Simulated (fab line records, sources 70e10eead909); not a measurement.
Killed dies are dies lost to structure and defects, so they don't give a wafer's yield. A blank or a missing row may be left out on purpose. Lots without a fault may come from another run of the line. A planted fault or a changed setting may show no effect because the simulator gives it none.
Chamber matching | flow nand_harc | NHARC_A_DECK1_JOINT_ETCHBACK_07 on rie_si-05: 4 sister chambers
The step etches the open film in HBr, target depth 105 nm, time 26.9 s. 18 wafers are shown with their chamber, then 9 later ones without.

WAFERS WITH THEIR CHAMBER
wafer  | chamber | drypump_motor_current_A (A) | oes_product_au (a.u.) | throttle_valve_pct (%)
L878.1 | 0       | 5.3                         | 1.002                 | 23.266
L878.2 | 1       | 5.5                         | 0.982                 | 23.280
L878.4 | 2       | 5.9                         | 0.989                 | 23.249
L880.2 | 1       | 5.5                         | 0.991                 | 23.270
L880.4 | 2       | 5.9                         | 0.990                 | 23.265
L880.5 | 1       | 5.5                         | 0.976                 | 23.250
L882.2 | 3       | 5.3                         | 1.000                 | 23.251
L882.3 | 2       | 5.9                         | 1.001                 | 23.263
L882.5 | 1       | 5.5                         | 0.983                 | 23.269
L885.2 | 1       | 5.5                         | 0.988                 | 23.276
L885.3 | 0       | 5.4                         | 1.020                 | 23.254
L885.5 | 1       | 5.5                         | 0.995                 | 23.260
L886.1 | 1       | 5.5                         | 0.984                 | 23.259
L886.2 | 2       | 5.9                         | 0.981                 | 23.270
L886.6 | 2       | 5.9                         | 0.991                 | 23.274
L890.2 | 0       | 5.3                         | 0.998                 | 23.275
L890.4 | 2       | 5.9                         | 0.984                 | 23.254
L890.5 | 0       | 5.3                         | 0.995                 | 23.273

SIGNATURES (means of the wafers above)
reading                 | chamber 0 | chamber 1 | chamber 2 | chamber 3 | scatter within a chamber
drypump_motor_current_A | 5.325     | 5.500     | 5.900     | 5.300     | 0.0231
oes_product_au          | 1.00375   | 0.98557   | 0.98933   | 1.00000   | 0.0078
throttle_valve_pct      | 23.26700  | 23.26629  | 23.26250  | 23.25100  | 0.00993
Rule: a wafer's distance from a chamber is the root of the sum, over the readings, of the square of ((its reading less the chamber's mean) divided by the reading's scatter). The wafer belongs to the nearest chamber; if the next one is less than 2 further off, it can't be placed. The scatter: the root of (the sum of the squares of (reading less its chamber's mean) over the shown wafers, divided by (wafers less chambers)).

WAFERS WITHOUT THEIR CHAMBER
wafer  | drypump_motor_current_A (A) | oes_product_au (a.u.) | throttle_valve_pct (%)
L894.2 | 5.4                         | 1.015                 | 23.271
L894.3 | 5.5                         | 0.983                 | 23.269
L894.5 | 5.5                         | 0.988                 | 23.259
L895.2 | 5.9                         | 0.990                 | 23.281
L895.3 | 5.3                         | 1.008                 | 23.275
L895.6 | 5.5                         | 0.984                 | 23.258
L897.2 | 5.9                         | 0.999                 | 23.274
L897.4 | 5.5                         | 0.987                 | 23.270
L897.5 | 5.9                         | 0.996                 | 23.255

WHICH CHAMBER EACH WENT THROUGH
wafer  | from the rows above     | in truth
L894.2 | can't be placed: 0 or 3 | 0
L894.3 | 1                       | 1
L894.5 | 1                       | 1
L895.2 | 2                       | 2
L895.3 | can't be placed: 0 or 3 | 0
L895.6 | 1                       | 1
L897.2 | 2                       | 2
L897.4 | 1                       | 1
L897.5 | 2                       | 2
Placed correctly: 7 of 9. Can't be placed from these rows: 2 (the true chamber is among the candidates in 2). Placed wrongly: 0.
